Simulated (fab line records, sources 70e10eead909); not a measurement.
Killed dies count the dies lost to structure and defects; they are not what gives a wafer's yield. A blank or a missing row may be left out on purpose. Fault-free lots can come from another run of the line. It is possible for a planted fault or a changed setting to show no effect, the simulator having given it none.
Chamber matching + flow nandHarc + rieSi-02 running NHARC_P_ZERO_WELL_ETCH_63: 4 sister chambers
The step etches the open film in HBr/Cl2, target depth 120 nm, time 40.1 s. 7 wafers are shown with their chamber, then 7 later ones without.

== WAFERS, EACH WITH ITS CHAMBER ==
| wafer  | chamber | heBacksideLeakSccm (sccm) | oesProductAu (a.u.) |
|--------|---------|---------------------------|---------------------|
| L983.1 | 0       | 2.45                      | 0.989               |
| L985.2 | 3       | 3.00                      | 1.005               |
| L985.5 | 3       | 2.91                      | 1.018               |
| L986.3 | 2       | 2.66                      | 1.021               |
| L986.6 | 1       | 2.51                      | 1.005               |
| L996.1 | 2       | 2.58                      | 0.998               |
| L996.2 | 1       | 2.35                      | 1.028               |

== WAFERS WITH NO CHAMBER GIVEN ==
| wafer  | heBacksideLeakSccm (sccm) | oesProductAu (a.u.) |
|--------|---------------------------|---------------------|
| L996.6 | 2.81                      | 1.022               |
| L997.1 | 2.39                      | 1.028               |
| L997.5 | 2.42                      | 1.026               |
| L997.6 | 2.38                      | 1.004               |
| L105.1 | 2.31                      | 1.015               |
| L105.3 | 3.09                      | 1.027               |
| L105.4 | 2.43                      | 1.040               |

== WHICH CHAMBER EACH ONE RAN IN ==
| wafer  | from the rows above          | in truth |
|--------|------------------------------|----------|
| L996.6 | can't be placed: 3 or 2      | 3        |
| L997.1 | can't be placed: 1 or 0      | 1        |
| L997.5 | can't be placed: 1 or 0      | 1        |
| L997.6 | can't be placed: 1 or 0 or 2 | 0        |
| L105.1 | can't be placed: 1 or 0      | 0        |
| L105.3 | 3                            | 3        |
| L105.4 | can't be placed: 1 or 2 or 0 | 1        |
Placed correctly: 1 of 7. From these rows, 6 cannot be placed; in 6 the true chamber is one of the candidates. 0 placed wrongly.
How it was worked out, from the rows above alone: a wafer's distance from a chamber is the root of the sum, over the readings, of the square of ((its reading less the chamber's mean) divided by the reading's scatter). If the next closest chamber is less than 2 further off than the closest, the wafer can't be placed; otherwise it belongs to the closest. The mean given for a chamber averages the wafers shown for that chamber. The scatter: take each reading less its chamber's mean, square it, sum over the shown wafers, divide by the number of wafers less the number of chambers, and take the root.
